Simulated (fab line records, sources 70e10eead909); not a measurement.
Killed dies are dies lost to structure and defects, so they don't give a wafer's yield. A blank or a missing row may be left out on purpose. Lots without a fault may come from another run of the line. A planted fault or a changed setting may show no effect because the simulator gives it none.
Chamber matching | flow nand_harc | NHARC_A_M0_DESCUM_14 on rie_diel-13: 4 sister chambers
The step chemistry O2, time 3 s. 14 wafers are shown with their chamber, then 7 later ones without.

WAFERS WITH THEIR CHAMBER
wafer  | chamber | drypump_motor_current_A (A) | showerhead_plenum_p_Torr (Torr) | oes_product_au (a.u.)
L077.1 | 2       | 6.5                         | 1.84                            | 1.005
L077.5 | 1       | 5.4                         | 1.97                            | 0.980
L077.6 | 2       | 6.5                         | 1.84                            | 1.001
L075.2 | 0       | 5.3                         | 1.95                            | 0.993
L075.5 | 0       | 5.2                         | 1.95                            | 1.007
L075.6 | 2       | 6.5                         | 1.84                            | 1.011
L082.2 | 2       | 6.5                         | 1.84                            | 1.010
L082.5 | 3       | 4.8                         | 2.00                            | 1.010
L082.6 | 0       | 5.3                         | 1.95                            | 0.994
L084.1 | 3       | 4.8                         | 2.00                            | 1.005
L084.3 | 2       | 6.5                         | 1.84                            | 0.995
L084.6 | 2       | 6.5                         | 1.84                            | 0.998
L092.2 | 3       | 4.8                         | 1.99                            | 0.992
L092.5 | 0       | 5.2                         | 1.94                            | 0.998

SIGNATURES (means of the wafers above)
reading                  | chamber 0 | chamber 1 | chamber 2 | chamber 3 | scatter within a chamber
drypump_motor_current_A  | 5.250     | 5.400     | 6.500     | 4.800     | 0.0316
showerhead_plenum_p_Torr | 1.9475    | 1.9700    | 1.8400    | 1.9967    | 0.00376
oes_product_au           | 0.99800   | 0.98000   | 1.00333   | 1.00233   | 0.0071
Rule: a wafer's distance from a chamber is the root of the sum, over the readings, of the square of ((its reading less the chamber's mean) divided by the reading's scatter). The wafer belongs to the nearest chamber; if the next one is less than 2 further off, it can't be placed. The scatter: the root of (the sum of the squares of (reading less its chamber's mean) over the shown wafers, divided by (wafers less chambers)).

WAFERS WITHOUT THEIR CHAMBER
wafer  | drypump_motor_current_A (A) | showerhead_plenum_p_Torr (Torr) | oes_product_au (a.u.)
L092.6 | 5.4                         | 1.97                            | 1.004
L096.4 | 5.2                         | 1.94                            | 0.989
L096.5 | 6.5                         | 1.84                            | 1.008
L096.6 | 5.4                         | 1.97                            | 0.998
L094.2 | 5.4                         | 1.97                            | 0.998
L094.3 | 4.8                         | 1.99                            | 0.995
L094.4 | 6.5                         | 1.84                            | 1.004

WHICH CHAMBER EACH WENT THROUGH
wafer  | from the rows above | in truth
L092.6 | 1                   | 1
L096.4 | 0                   | 0
L096.5 | 2                   | 2
L096.6 | 1                   | 1
L094.2 | 1                   | 1
L094.3 | 3                   | 3
L094.4 | 2                   | 2
Placed correctly: 7 of 7. Can't be placed from these rows: 0. Placed wrongly: 0.
